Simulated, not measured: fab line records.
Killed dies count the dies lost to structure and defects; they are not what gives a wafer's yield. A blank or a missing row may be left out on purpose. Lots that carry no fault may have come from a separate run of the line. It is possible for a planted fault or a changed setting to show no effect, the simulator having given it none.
Which tool did it? ; flow nand harc ; 12 lots with 36 wafers sampled at 3 steps, on a route of 1159 steps

== WHAT THE GAUGES READ, wafer by wafer ==
NHARC_P_ZERO_WELL_CD_MEAS_37: the cd target is 720 nm. Usual: cd nm at 720.3 nm, with a standard deviation of 2.2.
lot;measured;on;cd nm (nm);flag
L793;day 2 03:59;cd sem-03;720.2 719.5 723.7;
L794;day 2 10:16;cd sem-02;722.4 718.2 720.0;
L795;day 2 16:16;cd sem-03;718.9 717.3 717.8;
L799;day 3 16:07;cd sem-01;722.0 718.1 717.7;
L800;day 3 22:07;cd sem-02;718.7 718.9 723.3;
L801;day 4 04:13;cd sem-01;723.2 723.2 721.8;
L804;day 4 22:05;cd sem-02;718.7 720.4 719.1;
L805;day 5 04:08;cd sem-01;720.3 720.9 720.3;
L806;day 5 10:14;cd sem-03;718.2 719.6 719.7;
L811;day 6 16:02;cd sem-02;730.7 726.0 728.7;OFF
L812;day 6 22:14;cd sem-01;727.4 728.6 730.3;OFF
L814;day 7 10:07;cd sem-01;728.0 731.3 729.5;OFF

== TOOL THAT RAN EACH LOT (tool first, then ch and the chambers of the sampled wafers, then the start) ==
lot;NHARC_P_ZERO_WELL_ETCH_62;NHARC_P_ZERO_WELL_PEB_35
L793;rie diel-10 ch 1,3, day 2 03:53 or earlier;litho track-07 ch 0, day 2 03:53
L794;rie diel-10 ch 0,1,2, day 2 10:10 or earlier;litho track-07 ch 0, day 2 10:10
L795;rie diel-03 ch 0,1,3, day 2 16:10 or earlier;litho track-07 ch 0, day 2 16:10
L799;rie diel-10 ch 0,1,2, day 3 16:01 or earlier;litho track-02 ch 0, day 3 16:01
L800;rie diel-10 ch 0,1, day 3 22:02 or earlier;litho track-07 ch 0, day 3 22:02
L801;rie diel-10 ch 0,2,3, day 4 04:08 or earlier;litho track-03 ch 0, day 4 04:08
L804;rie diel-03 ch 1,2,3, day 4 22:00 or earlier;litho track-07 ch 0, day 4 22:00
L805;rie diel-11 ch 0,3, day 5 04:02 or earlier;litho track-03 ch 0, day 5 04:02
L806;rie diel-03 ch 0,2,3, day 5 10:09 or earlier;litho track-02 ch 0, day 5 10:09
L811;rie diel-11 ch 0,3, day 6 15:56 or earlier;litho track-03 ch 0, day 6 15:56
L812;rie diel-11 ch 1,2,3, day 6 22:08 or earlier;litho track-03 ch 0, day 6 22:08
L814;rie diel-11 ch 0,3, day 7 10:01 or earlier;litho track-03 ch 0, day 7 10:01
- NHARC_P_ZERO_WELL_ETCH_62: etches the open film in CHF3/Ar, target depth 13 nm, time 6.5 s.
- NHARC_P_ZERO_WELL_PEB_35: peb time 85 s.

== AS READ BY THE TOOLS THEMSELVES (means over the sampled wafers that have a number; for cases with no such wafer, the mark the record gives instead) ==
NHARC_P_ZERO_WELL_ETCH_62. Usual: drypump motor current A 5.8 A, standard deviation 0.56; oes product au 0.961 a.u., standard deviation 0.018; rf vpp V 371.2 V, standard deviation 2.3; showerhead plenum p Torr 2.37 Torr, standard deviation 0.097; throttle valve pct 20.218 %, standard deviation 0.0091.
lot;tool;drypump motor current A (A);oes product au (a.u.);rf vpp V (V);showerhead plenum p Torr (Torr);throttle valve pct (%);flag
L793;rie diel-10;5.2;0.961;373.2;2.43;20.218;
L794;rie diel-10;5.6;0.963;369.0;2.27;20.215;
L795;rie diel-03;6.0;0.984;371.5;2.36;20.222;
L799;rie diel-10;5.6;0.941;368.2;2.27;20.217;
L800;rie diel-10;5.8;0.962;368.8;2.27;20.216;
L801;rie diel-10;5.4;0.976;370.6;2.34;20.211;
L804;rie diel-03;5.9;0.971;369.8;2.32;20.215;
L805;rie diel-11;6.0;0.936;372.4;2.44;20.220;
L806;rie diel-03;5.8;0.972;371.6;2.41;20.201;
L811;rie diel-11;5.4;0.956;373.1;2.46;20.223;
L812;rie diel-11;6.3;0.953;371.6;2.41;20.217;
L814;rie diel-11;5.5;0.965;371.7;2.46;20.215;

NHARC_P_ZERO_WELL_PEB_35. Usual: heater power total W 163.96 W, standard deviation 0.25; plate temp C 118.03 C, standard deviation 0.12.
lot;tool;heater power total W (W);plate temp C (C);flag
L793;litho track-07;163.88;118.09;
L794;litho track-07;163.95;118.01;
L795;litho track-07;164.20;117.95;
L799;litho track-02;163.94;118.10;
L800;litho track-07;164.09;118.06;
L801;litho track-03;163.73;118.03;
L804;litho track-07;163.89;118.10;
L805;litho track-03;163.99;117.97;
L806;litho track-02;163.68;117.99;
L811;litho track-03;178.84;125.88;OFF
L812;litho track-03;178.40;125.95;OFF
L814;litho track-03;178.39;125.74;OFF

== THE ANSWER, worked out from the rows above alone ==
Rule: a lot is off if the mean of its wafers that have a number lies more than 3 standard deviations from the usual mean. A lot without any number at a reading at which 4 lots or more have one is off too. All remaining lots with rows at the step are treated as sound. The gauges are gone through in route order, then the tools' own readings, and for those a lot's mean is taken as printed above. At the first step where some lot is off, the reading lying furthest off is the one used; lots without a number count as furthest.
Off: L811, L812, L814 (NHARC_P_ZERO_WELL_CD_MEAS_37, cd nm).
A tool fits if, at a process step before that reading, it ran every lot that is off, and no sound lot after the first of them. The gauges at NHARC_P_ZERO_WELL_CD_MEAS_37 aren't tried: what is off there is off at NHARC_P_ZERO_WELL_PEB_35 too, on other tools, and a gauge's error can't cause that. NHARC_P_ZERO_WELL_ETCH_62 gives no start for some lots, so the hours and the order of its lots are those of NHARC_P_ZERO_WELL_PEB_35. Undecided on this evidence; 2 tools fit (rie diel-11 at NHARC_P_ZERO_WELL_ETCH_62, litho track-03 at NHARC_P_ZERO_WELL_PEB_35).

== WHAT THE SIMULATOR HAD INSERTED ==
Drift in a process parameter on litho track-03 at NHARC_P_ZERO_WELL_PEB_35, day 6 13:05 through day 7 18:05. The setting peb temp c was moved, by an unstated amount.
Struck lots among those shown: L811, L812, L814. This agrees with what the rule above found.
